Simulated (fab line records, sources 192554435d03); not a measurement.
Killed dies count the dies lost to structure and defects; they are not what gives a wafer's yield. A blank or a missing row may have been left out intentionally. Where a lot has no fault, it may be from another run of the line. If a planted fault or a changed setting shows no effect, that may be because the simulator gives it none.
Matching of chambers	flow n5 finfet	N5_BEOL_M2_ETCH_77 on rie diel-01 has 4 sister chambers
The step etches underlayer in N2/H2, target depth 6.5 nm, time 5.2 s. 4 wafers are shown with their chamber, then 10 later ones without.

== EACH WAFER AND ITS CHAMBER ==
wafer	chamber	throttle valve pct (%)
L083.4	0	17.83
L085.4	3	18.18
L087.3	1	17.46
L087.4	2	17.70

== WAFERS WITH NO CHAMBER GIVEN ==
wafer	throttle valve pct (%)
L087.6	17.46
L088.1	17.49
L088.3	17.72
L088.4	18.20
L095.4	17.50
L095.5	18.21
L095.6	17.73
L097.2	17.50
L097.3	18.21
L097.5	17.89

== CHAMBER TAKEN BY EACH ==
wafer	from the rows above	in truth
L087.6	1	1
L088.1	1	1
L088.3	2	2
L088.4	3	3
L095.4	1	1
L095.5	3	3
L095.6	2	2
L097.2	1	1
L097.3	3	3
L097.5	0	0
Correct placement for 10 of the 10. Number that these rows cannot place: 0. Wrongly placed: 0.
How it was worked out, from the rows above alone: a wafer's distance from a chamber is the root of the sum, over the readings, of the square of ((its reading less the chamber's mean) divided by the reading's scatter). The wafer belongs to the nearest chamber; if the next one is less than 2 further off, it can't be placed. For every chamber, the mean is computed from those of its wafers that are shown. The scatter: with one shown wafer a chamber, the root of the mean of the squares of how far each hidden wafer lies from its nearest shown one.
